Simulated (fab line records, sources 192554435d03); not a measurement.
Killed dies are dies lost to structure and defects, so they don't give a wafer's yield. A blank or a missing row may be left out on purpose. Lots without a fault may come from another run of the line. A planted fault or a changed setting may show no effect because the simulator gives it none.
Which tool did it? | flow n5_finfet | 12 lots, 36 wafers sampled, at 2 steps of a route of 1938

WHAT THE GAUGES READ, wafer by wafer
N5_BEOL_M9_INSPECT_30: inspects for defects (brightfield).
lot  | measured     | on                | raw_defect_count
L076 | day 9 20:04  | defect_inspect-02 | 304 365 393
L077 | day 10 02:43 | defect_inspect-01 | 311 337 305
L079 | day 10 09:44 | defect_inspect-01 | 441 449 392
L082 | day 10 14:53 | defect_inspect-01 | 409 652 533
L083 | day 10 21:36 | defect_inspect-01 | 390 397 416
L088 | day 14 11:37 | defect_inspect-01 | 368 392 417
L095 | day 14 22:53 | defect_inspect-01 | 327 282 277
L085 | day 15 01:22 | defect_inspect-02 | 405 512 484
L092 | day 15 15:53 | defect_inspect-02 | 470 380 433
L093 | day 16 08:46 | defect_inspect-02 | 407 426 460
L096 | day 16 13:33 | defect_inspect-02 | 348 514 429
L097 | day 16 19:18 | defect_inspect-02 | 328 416 291

WHICH TOOL RAN EACH LOT (tool, then ch and the chambers of the sampled wafers, then the start)
lot  | N5_BEOL_M9_ETCH_62
L076 | rie_diel-05 ch 0,1, day 9 19:10
L077 | rie_diel-06 ch 0,1,2, day 10 01:57
L079 | rie_diel-01 ch 0,3, day 10 08:59
L082 | rie_diel-06 ch 0,1,3, day 10 14:07
L083 | rie_diel-01 ch 1,2,3, day 10 20:43
L088 | rie_diel-01 ch 2,3, day 14 10:18
L095 | rie_diel-01 ch 0,1, day 14 18:00
L085 | rie_diel-01 ch 1,3, day 14 22:06
L092 | rie_diel-01 ch 1,2,3, day 15 12:55
L093 | rie_diel-01 ch 1,2, day 16 06:13
L096 | rie_diel-06 ch 1,2,3, day 16 11:23
L097 | rie_diel-05 ch 0,1, day 16 18:16
- N5_BEOL_M9_ETCH_62: etches SOC in N2/H2, target depth 110 nm, overetch 22 nm, time 165 s.

THE ANSWER, worked out from the rows above alone
Rule: what is usual is taken from the lots themselves. Put in order of their means at a reading, lots are off if they are a third of the lots or fewer, leave a main group of 4 or more, and stand apart from it by a gap of 3 or more times the standard deviation of the main group's means; of several such gaps the widest counts. A main group whose means are all the same, to the digits that the tables above print for the reading, isn't used. A lot without any number at a reading at which 4 lots or more have one is off too. The other lots that the step has rows for count as sound.
No lot is off at any reading shown: from this, nothing can be told.

WHAT THE SIMULATOR HAD PUT IN
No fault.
